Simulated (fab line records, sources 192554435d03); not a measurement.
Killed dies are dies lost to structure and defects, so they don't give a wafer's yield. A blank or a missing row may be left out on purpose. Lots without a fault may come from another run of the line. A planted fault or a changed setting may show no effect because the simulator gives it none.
Chamber matching | flow n5_finfet | N5_BEOL_M0_ETCH_138 on rie_diel-04: 4 sister chambers
The step etches SiCN in CH3F/O2, target depth 12 nm, time 31.6 s. 4 wafers are shown with their chamber, then 8 later ones without.

WAFERS WITH THEIR CHAMBER
wafer  | chamber | showerhead_plenum_p_Torr (Torr)
L085.2 | 2       | 2.03
L088.3 | 0       | 1.97
L088.5 | 1       | 1.95
L090.2 | 3       | 2.03

WAFERS WITHOUT THEIR CHAMBER
wafer  | showerhead_plenum_p_Torr (Torr)
L090.3 | 2.03
L090.4 | 1.97
L094.1 | 2.03
L094.2 | 2.03
L094.3 | 1.97
L095.2 | 1.95
L095.3 | 2.02
L095.6 | 2.03

WHICH CHAMBER EACH WENT THROUGH
wafer  | from the rows above     | in truth
L090.3 | can't be placed: 2 or 3 | 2
L090.4 | 0                       | 0
L094.1 | can't be placed: 2 or 3 | 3
L094.2 | can't be placed: 2 or 3 | 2
L094.3 | 0                       | 0
L095.2 | 1                       | 1
L095.3 | can't be placed: 2 or 3 | 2
L095.6 | can't be placed: 2 or 3 | 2
Placed correctly: 3 of 8. Can't be placed from these rows: 5 (the true chamber is among the candidates in 5). Placed wrongly: 0.
How it was worked out, from the rows above alone: a wafer's distance from a chamber is the root of the sum, over the readings, of the square of ((its reading less the chamber's mean) divided by the reading's scatter). The wafer belongs to the nearest chamber; if the next one is less than 2 further off, it can't be placed. A chamber's mean is the mean of its shown wafers. The scatter: with one shown wafer a chamber, the root of the mean of the squares of how far each hidden wafer lies from its nearest shown one.
